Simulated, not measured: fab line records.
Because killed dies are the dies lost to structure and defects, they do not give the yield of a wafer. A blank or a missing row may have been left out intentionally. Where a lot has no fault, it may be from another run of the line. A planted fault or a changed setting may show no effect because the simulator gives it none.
Lot-split experiment	flow n5Finfet	21 wafers read from 7 lots, route of 1938 steps

## THE SPLIT
At N5_BEOL_M7_TRENCH_ETCH_37 (etches SiCOH lowk in C4F6/O2, target depth 93.478 nm, time 31.2 s), the setting sourceW was moved away from the recipe's 345 W on 9 of the 21 wafers read, by -12.9% to +17.6%. The other wafers ran this setting at the recipe's value.

Reading taken at the split's own step.

## THE READING
rfVppV, in V, at N5_BEOL_M7_TRENCH_ETCH_37 (etches SiCOH lowk in C4F6/O2, target depth 93.478 nm, time 31.2 s). Fault-free wafers of this fab line usually give 661 V, standard deviation 11 V.

wafer	tool, chamber at the split	sourceW as run, W	against the recipe	rfVppV, V	against lot-mates on the recipe
L074.1	rieDiel-03, 0	345	recipe	665	-
L074.3	rieDiel-03, 2	345	recipe	657	-
L074.5	rieDiel-03, 1	345	recipe	642	-
L076.2	rieDiel-04, 0	345	recipe	673	-
L076.3	rieDiel-04, 2	345	recipe	655	-
L076.5	rieDiel-04, 3	300.4	-12.9%	712	+48
L082.4	rieDiel-04, 1	345	recipe	653	-
L082.5	rieDiel-04, 2	365	+5.8%	637	-16
L082.6	rieDiel-04, 3	365	+5.8%	643	-10
L083.1	rieDiel-04, 2	378.2	+9.6%	624	-45
L083.3	rieDiel-04, 3	345	recipe	665	-
L083.5	rieDiel-04, 0	345	recipe	673	-
L084.2	rieDiel-02, 1	345	recipe	656	-
L084.3	rieDiel-02, 3	345	recipe	687	-
L084.4	rieDiel-02, 3	303.4	-12.1%	734	+62
L088.1	rieDiel-04, 1	404.6	+17.3%	604	-69
L088.2	rieDiel-04, 0	345	recipe	673	-
L088.3	rieDiel-04, 3	404.6	+17.3%	610	-63
L090.1	rieDiel-04, 1	345	recipe	653	-
L090.2	rieDiel-04, 3	405.8	+17.6%	612	-41
L090.4	rieDiel-04, 0	405.8	+17.6%	621	-32

FIT RESULTS
A straight line over all 21 wafers: rfVppV changes by -3.48 V for each +1% of sourceW; r = -0.93; the points scatter about the line by 13 V.
The same after taking each lot's own level away (the mean of its wafers on the recipe; 21 wafers): -3.38 V for each +1%; r = -0.93; scatter 12 V.
The reading moves by 59 V for the largest change in sourceW, on that fit.
The span of the lots' own levels, 653.0 to 673.0 V, comes to 1.8 times the standard deviation stated above.
The two slopes are in agreement: the lot-to-lot level therefore moves the slope only a little.
Check: with one of the wafers moved furthest among these (+17.6%) left out of the fit, the line predicts -60.4 V for it against its lot-mates. It came out at -41 V against them.
Tool readings at the split's step, against how far the setting was moved: rfVppV r = -0.93.

## FURTHER SPLITS ON THESE WAFERS
Note: prior to the reading, these wafers also went through further splits. Each is held against what the fit with the lots' levels taken away leaves over:
other split on the same wafers	wafers away from the commonest value	r with rfVppV (lot level and that fit taken away)
N5_BEOL_M7_EXPOSE_08 doseMj	6	+0.15

## THE FILE'S OWN FIT
rfVppV changes by -3.5 V for each +1% of sourceW, r = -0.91.
